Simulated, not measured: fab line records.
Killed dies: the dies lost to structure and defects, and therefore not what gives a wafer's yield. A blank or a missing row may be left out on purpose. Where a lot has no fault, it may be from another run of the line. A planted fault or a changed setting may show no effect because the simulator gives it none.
Split-lot study / flow n5Finfet / on a route of 1938 steps: 7 lots, 21 wafers read

== THE SPLIT ==
At N5_BEOL_M7_VIA_ETCH_34 (etches SiCOH lowk in C4F6/O2, target depth 125.5 nm, time 50.5 s), the setting biasW was moved away from the recipe's 185 W on 8 of the 21 wafers read, by -6.5% to +14.8%. All remaining wafers had this setting at the recipe value.

The reading is taken at the split's own step.

== THE READING ==
rfVppV, in V, at N5_BEOL_M7_VIA_ETCH_34 (etches SiCOH lowk in C4F6/O2, target depth 125.5 nm, time 50.5 s). A value of 675 V with a standard deviation of 9.2 V is what fault-free wafers of this fab line usually give.

wafer=L077.2; tool, chamber at the split=rieDiel-05, 1; biasW as run, W=172.9; against the recipe=-6.5%; rfVppV, V=648; against lot-mates on the recipe=no lot-mate on the recipe
wafer=L077.3; tool, chamber at the split=rieDiel-05, 3; biasW as run, W=172.9; against the recipe=-6.5%; rfVppV, V=647; against lot-mates on the recipe=no lot-mate on the recipe
wafer=L077.6; tool, chamber at the split=rieDiel-05, 2; biasW as run, W=172.9; against the recipe=-6.5%; rfVppV, V=642; against lot-mates on the recipe=no lot-mate on the recipe
wafer=L081.1; tool, chamber at the split=rieDiel-03, 0; biasW as run, W=185; against the recipe=recipe; rfVppV, V=682; against lot-mates on the recipe=-
wafer=L081.4; tool, chamber at the split=rieDiel-03, 1; biasW as run, W=185; against the recipe=recipe; rfVppV, V=663; against lot-mates on the recipe=-
wafer=L081.5; tool, chamber at the split=rieDiel-03, 3; biasW as run, W=185; against the recipe=recipe; rfVppV, V=685; against lot-mates on the recipe=-
wafer=L082.1; tool, chamber at the split=rieDiel-02, 1; biasW as run, W=185; against the recipe=recipe; rfVppV, V=671; against lot-mates on the recipe=-
wafer=L082.5; tool, chamber at the split=rieDiel-02, 3; biasW as run, W=209.4; against the recipe=+13.2%; rfVppV, V=732; against lot-mates on the recipe=+61
wafer=L082.6; tool, chamber at the split=rieDiel-02, 1; biasW as run, W=209.4; against the recipe=+13.2%; rfVppV, V=741; against lot-mates on the recipe=+70
wafer=L087.1; tool, chamber at the split=rieDiel-03, 0; biasW as run, W=185; against the recipe=recipe; rfVppV, V=683; against lot-mates on the recipe=-
wafer=L087.4; tool, chamber at the split=rieDiel-03, 1; biasW as run, W=185; against the recipe=recipe; rfVppV, V=664; against lot-mates on the recipe=-
wafer=L087.5; tool, chamber at the split=rieDiel-03, 2; biasW as run, W=212.3; against the recipe=+14.8%; rfVppV, V=754; against lot-mates on the recipe=+80
wafer=L089.1; tool, chamber at the split=rieDiel-03, 0; biasW as run, W=185; against the recipe=recipe; rfVppV, V=682; against lot-mates on the recipe=-
wafer=L089.3; tool, chamber at the split=rieDiel-03, 3; biasW as run, W=185; against the recipe=recipe; rfVppV, V=685; against lot-mates on the recipe=-
wafer=L089.5; tool, chamber at the split=rieDiel-03, 0; biasW as run, W=185; against the recipe=recipe; rfVppV, V=682; against lot-mates on the recipe=-
wafer=L091.1; tool, chamber at the split=rieDiel-03, 0; biasW as run, W=175.9; against the recipe=-4.9%; rfVppV, V=655; against lot-mates on the recipe=-28
wafer=L091.2; tool, chamber at the split=rieDiel-03, 3; biasW as run, W=185; against the recipe=recipe; rfVppV, V=684; against lot-mates on the recipe=-
wafer=L091.6; tool, chamber at the split=rieDiel-03, 0; biasW as run, W=185; against the recipe=recipe; rfVppV, V=682; against lot-mates on the recipe=-
wafer=L096.1; tool, chamber at the split=rieDiel-03, 3; biasW as run, W=185; against the recipe=recipe; rfVppV, V=684; against lot-mates on the recipe=-
wafer=L096.4; tool, chamber at the split=rieDiel-03, 3; biasW as run, W=206.2; against the recipe=+11.5%; rfVppV, V=746; against lot-mates on the recipe=+66
wafer=L096.5; tool, chamber at the split=rieDiel-03, 2; biasW as run, W=185; against the recipe=recipe; rfVppV, V=675; against lot-mates on the recipe=-

FIT RESULTS
A straight line over all 21 wafers: rfVppV changes by +4.92 V for each +1% of biasW; r = +0.97; the points scatter about the line by 7.3 V.
The same after taking each lot's own level away (the mean of its wafers on the recipe; 18 wafers): +5.3 V for each +1%; r = +0.98; scatter 6.3 V.
On that fit, the largest move of biasW shifts the reading by 78 V.
Measured against the standard deviation above, the lots' own levels, which go from 671.0 to 683.0 V, span 1.3 times it.
So the lot-to-lot level changes the slope little: the two slopes agree.
Check: for one of the wafers moved furthest among these (+14.8%), held out of the fit, the line's prediction against its lot-mates is +77 V. It came out at +80.5 V against them.
Tool readings at the split's step, against how far the setting was moved: rfVppV r = +0.97.

== THE OTHER SPLITS THESE WAFERS WENT THROUGH ==
These wafers also went through other splits before the reading. Each is held against what the fit with the lots' levels taken away leaves over:
other split on the same wafers=N5_BEOL_M6_ALD_77 coReactantPulseTimeS; wafers away from the commonest value=10; r with rfVppV (lot level and that fit taken away)=+0.09
other split on the same wafers=N5_BEOL_M7_EXPOSE_25 doseMj; wafers away from the commonest value=6; r with rfVppV (lot level and that fit taken away)=-0.22

== THE WHOLE CHAIN: every reading that the file lists as answering this split, in the file's order ==
step=N5_BEOL_M7_VIA_ETCH_34; what it does=etches SiCOH lowk in C4F6/O2, target depth 125.5 nm, time 50.5 s; reading=rfVppV; change (the file's fit)=+5.41 V for each +1% of the setting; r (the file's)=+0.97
step=N5_BEOL_M7_VIA_ETCH_34; what it does=etches SiCOH lowk in C4F6/O2, target depth 125.5 nm, time 50.5 s; reading=etch.depthNm (the simulator's own value, which no gauge read); change (the file's fit)=+0.341 nm for each +1% of the setting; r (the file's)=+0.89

== THE FILE'S OWN FIT ==
rfVppV changes by +5.41 V for each +1% of biasW, r = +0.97.
